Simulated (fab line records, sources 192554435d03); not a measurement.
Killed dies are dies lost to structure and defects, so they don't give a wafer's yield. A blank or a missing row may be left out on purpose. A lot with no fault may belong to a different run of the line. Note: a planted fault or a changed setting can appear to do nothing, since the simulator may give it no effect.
Which tool did it? / flow n5_finfet / Sampling: 8 lots, 24 wafers, 5 of 1938 route steps

== WHAT EACH GAUGE READ, for each wafer ==
N5_GATE_CUT_THK_MEAS_24.
lot=L802; measured=day 4 21:54; on=film_metro-02; GC_FILL_THK (nm)=220.3 219.6 220.6
lot=L806; measured=day 5 19:13; on=film_metro-02; GC_FILL_THK (nm)=220.9 221.1 223.2
lot=L808; measured=day 6 09:53; on=film_metro-01; GC_FILL_THK (nm)=218.2 219.5 219.2
lot=L810; measured=day 6 19:59; on=film_metro-01; GC_FILL_THK (nm)=221.9 221.1 222.7
lot=L817; measured=day 8 13:26; on=film_metro-01; GC_FILL_THK (nm)=181.6 217.0 183.1
lot=L820; measured=day 9 08:07; on=film_metro-01; GC_FILL_THK (nm)=215.1 220.9 220.7
lot=L823; measured=day 10 02:55; on=film_metro-01; GC_FILL_THK (nm)=218.2 219.4 218.7
lot=L824; measured=day 10 07:49; on=film_metro-01; GC_FILL_THK (nm)=219.3 217.8 219.2

== EACH LOT AND THE TOOL THAT RAN IT (in order: tool; ch and the chambers of the sampled wafers; start) ==
lot=L802; N5_GATE_CUT_VAPOR_ETCH_60=rie_metal-03 ch 0,1, day 4 15:19; N5_GATE_CUT_HM_DEP_46=pecvd-03 ch 0,2, day 4 18:17; N5_GATE_CUT_HM_OPEN_40=rie_diel-06 ch 1,3, day 4 19:24; N5_GATE_CUT_CUT_ETCH_53=rie_metal-03 ch 0,1, day 4 19:38
lot=L806; N5_GATE_CUT_VAPOR_ETCH_60=rie_metal-02 ch 0,1, day 5 13:01; N5_GATE_CUT_HM_DEP_46=pecvd-03 ch 1,2, day 5 15:59; N5_GATE_CUT_HM_OPEN_40=rie_diel-03 ch 2,3, day 5 16:45; N5_GATE_CUT_CUT_ETCH_53=rie_metal-03 ch 0,1, day 5 16:59
lot=L808; N5_GATE_CUT_VAPOR_ETCH_60=rie_metal-01 ch 0,1, day 6 03:22; N5_GATE_CUT_HM_DEP_46=pecvd-03 ch 0,1,2, day 6 06:32; N5_GATE_CUT_HM_OPEN_40=rie_diel-06 ch 0,2, day 6 07:20; N5_GATE_CUT_CUT_ETCH_53=rie_metal-02 ch 0,1, day 6 07:35
lot=L810; N5_GATE_CUT_VAPOR_ETCH_60=rie_metal-01 ch 0,1, day 6 13:43; N5_GATE_CUT_HM_DEP_46=pecvd-02 ch 1,2, day 6 16:53; N5_GATE_CUT_HM_OPEN_40=rie_diel-01 ch 1,2,3, day 6 17:32; N5_GATE_CUT_CUT_ETCH_53=rie_metal-02 ch 0,1, day 6 17:46
lot=L817; N5_GATE_CUT_VAPOR_ETCH_60=rie_metal-02 ch 0,1, day 8 06:53; N5_GATE_CUT_HM_DEP_46=pecvd-03 ch 0,2, day 8 10:14; N5_GATE_CUT_HM_OPEN_40=rie_diel-01 ch 0,2,3, day 8 10:59; N5_GATE_CUT_CUT_ETCH_53=rie_metal-03 ch 0,1, day 8 11:14
lot=L820; N5_GATE_CUT_VAPOR_ETCH_60=rie_metal-03 ch 0,1, day 9 01:47; N5_GATE_CUT_HM_DEP_46=pecvd-02 ch 0,1,2, day 9 04:46; N5_GATE_CUT_HM_OPEN_40=rie_diel-01 ch 0,1,3, day 9 05:38; N5_GATE_CUT_CUT_ETCH_53=rie_metal-01 ch 0,1, day 9 05:53
lot=L823; N5_GATE_CUT_VAPOR_ETCH_60=rie_metal-03 ch 0,1, day 9 20:49; N5_GATE_CUT_HM_DEP_46=pecvd-02 ch 0,1,2, day 9 23:50; N5_GATE_CUT_HM_OPEN_40=rie_diel-01 ch 1,2,3, day 10 00:27; N5_GATE_CUT_CUT_ETCH_53=rie_metal-01 ch 0,1, day 10 00:41
lot=L824; N5_GATE_CUT_VAPOR_ETCH_60=rie_metal-03 ch 0,1, day 10 01:07; N5_GATE_CUT_HM_DEP_46=pecvd-04 ch 1, day 10 04:11; N5_GATE_CUT_HM_OPEN_40=rie_diel-06 ch 0,3, day 10 04:59; N5_GATE_CUT_CUT_ETCH_53=rie_metal-02 ch 0, day 10 05:16
- N5_GATE_CUT_VAPOR_ETCH_60: etches HfO2 in BCl3/Cl2.
- N5_GATE_CUT_HM_DEP_46: deposits SiO2 from TEOS/O2, target thk 130 nm, time 26.6 s.
- N5_GATE_CUT_HM_OPEN_40: chemistry C4F6/O2, target SiO2, target depth 139 nm, time 85.1 s.
- N5_GATE_CUT_CUT_ETCH_53: etches W in SF6/Cl2, target depth 79.2 nm.

== THE ANSWER, worked out from the rows above alone ==
Rule: the usual values come from the lots themselves. The widest of any qualifying gaps counts: lots, ordered by their means at a reading, are off when they make up no more than a third of the lots, leave a main group of 4 or more, and stand apart from it by 3 or more times the standard deviation of that group's means. The tables above print the reading to a certain number of digits; a main group whose means all agree to those digits is not used. A lot without any number at a reading at which 4 lots or more have one is off too. All remaining lots with rows at the step are treated as sound.
Off: L817, at N5_GATE_CUT_THK_MEAS_24 (GC_FILL_THK). The main group has a mean of 219.9 nm with a standard deviation of 1.3.
If a tool, at a process step before that reading, ran all the lots that are off and no sound lot after the first of them, it fits. Those tools and the gauges at N5_GATE_CUT_THK_MEAS_24 are tried in the same way. Can't be told from this: 3 tools fit, rie_metal-02 at N5_GATE_CUT_VAPOR_ETCH_60, pecvd-03 at N5_GATE_CUT_HM_DEP_46, rie_metal-03 at N5_GATE_CUT_CUT_ETCH_53.

== WHAT THE SIMULATOR HAD PUT IN ==
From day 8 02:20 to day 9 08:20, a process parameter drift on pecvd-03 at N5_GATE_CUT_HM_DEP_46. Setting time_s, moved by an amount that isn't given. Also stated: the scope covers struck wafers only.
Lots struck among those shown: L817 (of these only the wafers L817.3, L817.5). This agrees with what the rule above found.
